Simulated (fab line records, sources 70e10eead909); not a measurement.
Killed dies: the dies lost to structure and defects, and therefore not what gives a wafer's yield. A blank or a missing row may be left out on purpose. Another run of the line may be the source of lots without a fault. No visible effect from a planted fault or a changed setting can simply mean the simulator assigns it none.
Matching of chambers    flow nand_harc    NHARC_A_STAIRCASE_CMP_450 on cmp-01: 4 sister chambers
The step polishes SiO2, target thk 200 nm. 4 wafers are shown with their chamber, then 9 later ones without.

== EACH WAFER AND ITS CHAMBER ==
wafer   chamber  motor_current_A (A)
L090.3  2        11.9
L090.4  3        13.2
L091.4  1        11.4
L091.6  0        15.3

== WAFERS WHOSE CHAMBER IS MISSING ==
wafer   motor_current_A (A)
L093.2  14.0
L093.5  12.6
L093.6  12.1
L094.2  11.8
L094.4  12.1
L094.6  13.2
L097.2  12.3
L097.4  12.7
L097.6  16.1

== WHICH CHAMBER EACH WENT THROUGH ==
wafer   from the rows above           in truth
L093.2  can't be placed: 3 or 0       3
L093.5  can't be placed: 3 or 2 or 1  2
L093.6  can't be placed: 2 or 1 or 3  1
L094.2  can't be placed: 2 or 1       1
L094.4  can't be placed: 2 or 1 or 3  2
L094.6  3                             3
L097.2  can't be placed: 2 or 3 or 1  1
L097.4  can't be placed: 3 or 2 or 1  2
L097.6  0                             0
2 of 9 placed correctly. These rows do not allow placing 7 (true chamber among the candidates in 7). 0 placed wrongly.
How it was worked out, from the rows above alone: a wafer's distance from a chamber is the root of the sum, over the readings, of the square of ((its reading less the chamber's mean) divided by the reading's scatter). The wafer belongs to the nearest chamber; if the next one is less than 2 further off, it can't be placed. The mean given for a chamber averages the wafers shown for that chamber. The scatter (one wafer shown for each chamber): square how far every hidden wafer sits from the nearest shown wafer, average those squares and take the square root.
